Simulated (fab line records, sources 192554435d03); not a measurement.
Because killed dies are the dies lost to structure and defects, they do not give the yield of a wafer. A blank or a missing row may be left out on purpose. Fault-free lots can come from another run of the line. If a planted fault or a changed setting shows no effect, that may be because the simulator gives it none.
Matching of chambers / flow n5_finfet / N5_STI_FIN_REVEAL_ALD_00 on ald_sin-04 has 4 sister chambers
The step deposits SiO2, target thk 1 nm, pulse time 1 s. 18 wafers are shown with their chamber, then 9 later ones without.

## WAFERS WITH THEIR CHAMBER
wafer=L076.3; chamber=2; heater_power_w (W)=460; precursor_pulse_height_rel=0.977
wafer=L076.5; chamber=3; heater_power_w (W)=378; precursor_pulse_height_rel=1.006
wafer=L076.6; chamber=0; heater_power_w (W)=422; precursor_pulse_height_rel=1.013
wafer=L079.1; chamber=3; heater_power_w (W)=368; precursor_pulse_height_rel=1.031
wafer=L079.4; chamber=1; heater_power_w (W)=505; precursor_pulse_height_rel=1.003
wafer=L079.5; chamber=3; heater_power_w (W)=363; precursor_pulse_height_rel=1.002
wafer=L083.1; chamber=2; heater_power_w (W)=465; precursor_pulse_height_rel=0.992
wafer=L083.2; chamber=3; heater_power_w (W)=358; precursor_pulse_height_rel=0.997
wafer=L083.3; chamber=1; heater_power_w (W)=518; precursor_pulse_height_rel=0.999
wafer=L083.4; chamber=0; heater_power_w (W)=415; precursor_pulse_height_rel=1.013
wafer=L083.5; chamber=1; heater_power_w (W)=496; precursor_pulse_height_rel=1.005
wafer=L083.6; chamber=2; heater_power_w (W)=452; precursor_pulse_height_rel=1.006
wafer=L085.3; chamber=1; heater_power_w (W)=507; precursor_pulse_height_rel=0.993
wafer=L085.4; chamber=0; heater_power_w (W)=421; precursor_pulse_height_rel=1.013
wafer=L085.5; chamber=3; heater_power_w (W)=370; precursor_pulse_height_rel=1.052
wafer=L086.3; chamber=1; heater_power_w (W)=503; precursor_pulse_height_rel=1.015
wafer=L086.5; chamber=2; heater_power_w (W)=453; precursor_pulse_height_rel=0.992
wafer=L086.6; chamber=3; heater_power_w (W)=370; precursor_pulse_height_rel=0.985

SIGNATURES (averages over the wafers above)
reading=heater_power_w; chamber 0=419.33; chamber 1=505.80; chamber 2=457.50; chamber 3=367.83; scatter within a chamber=6.7
reading=precursor_pulse_height_rel; chamber 0=1.01300; chamber 1=1.00300; chamber 2=0.99175; chamber 3=1.01217; scatter within a chamber=0.0163
Rule: for a wafer and a chamber, the distance is found by dividing, reading by reading, the gap between the wafer's reading and the chamber's mean by the reading's scatter, squaring, summing and taking the root. If the next closest chamber is less than 2 further off than the closest, the wafer can't be placed; otherwise it belongs to the closest. The scatter: take each reading less its chamber's mean, square it, sum over the shown wafers, divide by the number of wafers less the number of chambers, and take the root.

## WAFERS WHOSE CHAMBER IS MISSING
wafer=L089.1; heater_power_w (W)=414; precursor_pulse_height_rel=1.003
wafer=L089.3; heater_power_w (W)=461; precursor_pulse_height_rel=0.981
wafer=L089.4; heater_power_w (W)=375; precursor_pulse_height_rel=0.996
wafer=L092.2; heater_power_w (W)=461; precursor_pulse_height_rel=1.014
wafer=L092.4; heater_power_w (W)=505; precursor_pulse_height_rel=1.006
wafer=L092.5; heater_power_w (W)=368; precursor_pulse_height_rel=0.995
wafer=L096.2; heater_power_w (W)=424; precursor_pulse_height_rel=1.001
wafer=L096.3; heater_power_w (W)=508; precursor_pulse_height_rel=0.996
wafer=L096.5; heater_power_w (W)=358; precursor_pulse_height_rel=0.992

## THE CHAMBER EACH PASSED THROUGH
wafer=L089.1; from the rows above=0; in truth=0
wafer=L089.3; from the rows above=2; in truth=2
wafer=L089.4; from the rows above=3; in truth=3
wafer=L092.2; from the rows above=2; in truth=2
wafer=L092.4; from the rows above=1; in truth=1
wafer=L092.5; from the rows above=3; in truth=3
wafer=L096.2; from the rows above=0; in truth=0
wafer=L096.3; from the rows above=1; in truth=1
wafer=L096.5; from the rows above=3; in truth=3
Correct placement for 9 of the 9. Number that these rows cannot place: 0. Wrongly placed: 0.
